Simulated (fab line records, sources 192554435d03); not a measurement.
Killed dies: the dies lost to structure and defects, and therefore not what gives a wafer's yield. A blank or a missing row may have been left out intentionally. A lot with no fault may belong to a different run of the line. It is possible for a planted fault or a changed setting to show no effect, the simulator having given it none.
Split-lot trial -- flow n5_finfet -- on a route of 1938 steps: 7 lots, 21 wafers read

SPLIT DETAILS
At N5_BEOL_M13_SPUTTER_44 (material Ta, target thk 10 nm, time 16.13 s), the setting power_w was moved away from the recipe's 15000 W on 6 of the 21 wafers read, by -17.8% to +7.7%. For the rest of the wafers, this setting stayed at what the recipe calls for.

Reading taken at the split's own step.

THE READING
Ta_of_BEOL_M13_SPUTTER_44.thk_nm (the simulator's own value, which no gauge read), in nm, at N5_BEOL_M13_SPUTTER_44 (material Ta, target thk 10 nm, time 16.13 s). No usual value for it is given in the file. Across the 15 wafers here that went through the recipe, the average is 10.1 nm and the standard deviation 0.16 nm.

wafer,"tool, chamber at the split","power_w as run, W",against the recipe,"Ta_of_BEOL_M13_SPUTTER_44.thk_nm, nm",against lot-mates on the recipe
L077.2,"pvd_sputter-03, -",15000,recipe,10,-
L077.3,"pvd_sputter-03, -",13580,-9.5%,9.4,-0.6
L077.5,"pvd_sputter-03, -",13580,-9.5%,9.4,-0.6
L083.1,"pvd_sputter-03, -",15000,recipe,10.2,-
L083.4,"pvd_sputter-03, -",16160,+7.7%,10.6,+0.5
L083.5,"pvd_sputter-03, -",15000,recipe,10,-
L085.1,"pvd_sputter-02, -",15000,recipe,10.2,-
L085.4,"pvd_sputter-02, -",15000,recipe,10.2,-
L085.2,"pvd_sputter-02, -",15000,recipe,10,-
L086.3,"pvd_sputter-01, -",15750,+5.0%,10.4,+0.2
L086.4,"pvd_sputter-01, -",15000,recipe,10.2,-
L086.6,"pvd_sputter-01, -",15000,recipe,10.2,-
L089.1,"pvd_sputter-03, -",15000,recipe,10.4,-
L089.6,"pvd_sputter-03, -",15000,recipe,10.4,-
L089.5,"pvd_sputter-03, -",15000,recipe,10.2,-
L095.1,"pvd_sputter-01, -",15000,recipe,9.8,-
L095.2,"pvd_sputter-01, -",14170,-5.5%,9.6,-0.4
L095.6,"pvd_sputter-01, -",15000,recipe,10.2,-
L094.2,"pvd_sputter-01, -",15000,recipe,10,-
L094.4,"pvd_sputter-01, -",15000,recipe,10,-
L094.3,"pvd_sputter-01, -",12330,-17.8%,8,-2.0

THE FIT
A straight line over all 21 wafers: Ta_of_BEOL_M13_SPUTTER_44.thk_nm changes by +0.0964 nm for each +1% of power_w; r = +0.94; the points scatter about the line by 0.19 nm.
The same after taking each lot's own level away (the mean of its wafers on the recipe; 21 wafers): +0.0877 nm for each +1%; r = +0.94; scatter 0.17 nm.
That fit puts the effect of the largest move of power_w on the reading at 1.6 nm.
The lots' own levels span 10.00 to 10.33 nm, that is 2.1 times the standard deviation above.
So the lot-to-lot level changes the slope: the two fits differ.
Check: for one of the wafers moved furthest among these (-17.8%), held out of the fit, the line's prediction against its lot-mates is -1.12 nm. Against them it came out at -2 nm.

ADDITIONAL SPLITS CARRIED BY THESE WAFERS
Note: prior to the reading, these wafers also went through further splits. Each is held against what the fit with the lots' levels taken away leaves over:
other split on the same wafers,wafers away from the commonest value,r with Ta_of_BEOL_M13_SPUTTER_44.thk_nm (lot level and that fit taken away)
N5_BEOL_M9_EXPOSE_08 dose_mj,9,-0.16
N5_BEOL_M10_COAT_60 spin_rpm,5,-0.01
N5_BEOL_M10_COAT_05 spin_rpm,2,+0.10
N5_BEOL_M10_ETCH_41 source_w,10,+0.09
N5_BEOL_M11_ETCH_66 time_s,11,-0.04
N5_BEOL_M11_ETCH_41 time_s,5,+0.23
N5_BEOL_M12_ETCH_38 time_s,8,+0.26

THE FILE'S OWN FIT
Ta_of_BEOL_M13_SPUTTER_44.thk_nm changes by +0.0927 nm for each +1% of power_w, r = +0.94.
